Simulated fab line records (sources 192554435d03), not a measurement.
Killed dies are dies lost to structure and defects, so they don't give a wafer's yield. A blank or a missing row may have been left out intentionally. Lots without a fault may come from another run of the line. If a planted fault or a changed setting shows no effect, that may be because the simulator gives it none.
Chamber matching | flow n5_finfet | N5_BEOL_M4_STRIP_19 on rie_diel-02 has 4 sister chambers
The step strips in O2. 14 wafers are shown with their chamber, then 7 later ones without.

== EACH WAFER AND ITS CHAMBER ==
wafer  | chamber | drypump_motor_current_A (A) | showerhead_plenum_p_Torr (Torr) | throttle_valve_pct (%)
L074.2 | 1       | 6.3                         | 2.05                            | 16.84
L074.3 | 2       | 6.4                         | 2.24                            | 16.53
L074.6 | 2       | 6.3                         | 2.24                            | 16.53
L083.1 | 1       | 6.3                         | 2.04                            | 16.86
L083.2 | 3       | 5.4                         | 2.07                            | 16.76
L083.5 | 3       | 5.4                         | 2.07                            | 16.77
L088.1 | 0       | 5.9                         | 2.14                            | 16.75
L088.2 | 2       | 6.3                         | 2.23                            | 16.58
L088.4 | 1       | 6.3                         | 2.04                            | 16.90
L091.1 | 3       | 5.4                         | 2.06                            | 16.82
L091.2 | 2       | 6.3                         | 2.23                            | 16.60
L091.4 | 2       | 6.3                         | 2.23                            | 16.58
L092.3 | 2       | 6.3                         | 2.23                            | 16.60
L092.5 | 0       | 5.9                         | 2.14                            | 16.76

SIGNATURES (averages over the wafers above)
reading                  | chamber 0 | chamber 1 | chamber 2 | chamber 3 | scatter within a chamber
drypump_motor_current_A  | 5.900     | 6.300     | 6.317     | 5.400     | 0.0289
showerhead_plenum_p_Torr | 2.1400    | 2.0433    | 2.2333    | 2.0667    | 0.00516
throttle_valve_pct       | 16.7550   | 16.8667   | 16.5700   | 16.7833   | 0.0303
Rule: for a wafer and a chamber, the distance is found by dividing, reading by reading, the gap between the wafer's reading and the chamber's mean by the reading's scatter, squaring, summing and taking the root. The wafer belongs to the nearest chamber; if the next one is less than 2 further off, it can't be placed. The scatter: the root of (the sum of the squares of (reading less its chamber's mean) over the shown wafers, divided by (wafers less chambers)).

== WAFERS MISSING THEIR CHAMBER ==
wafer  | drypump_motor_current_A (A) | showerhead_plenum_p_Torr (Torr) | throttle_valve_pct (%)
L092.6 | 5.4                         | 2.06                            | 16.80
L095.1 | 5.4                         | 2.05                            | 16.81
L095.3 | 5.9                         | 2.13                            | 16.77
L095.6 | 5.9                         | 2.13                            | 16.76
L096.1 | 6.3                         | 2.04                            | 16.46
L096.2 | 5.4                         | 2.05                            | 16.84
L096.4 | 5.9                         | 2.13                            | 16.79

== THE CHAMBER EACH PASSED THROUGH ==
wafer  | from the rows above | in truth
L092.6 | 3                   | 3
L095.1 | 3                   | 3
L095.3 | 0                   | 0
L095.6 | 0                   | 0
L096.1 | 1                   | 1
L096.2 | 3                   | 3
L096.4 | 0                   | 0
Correctly placed: 7 of 7. Left unplaced by these rows: 0. 0 placed wrongly.
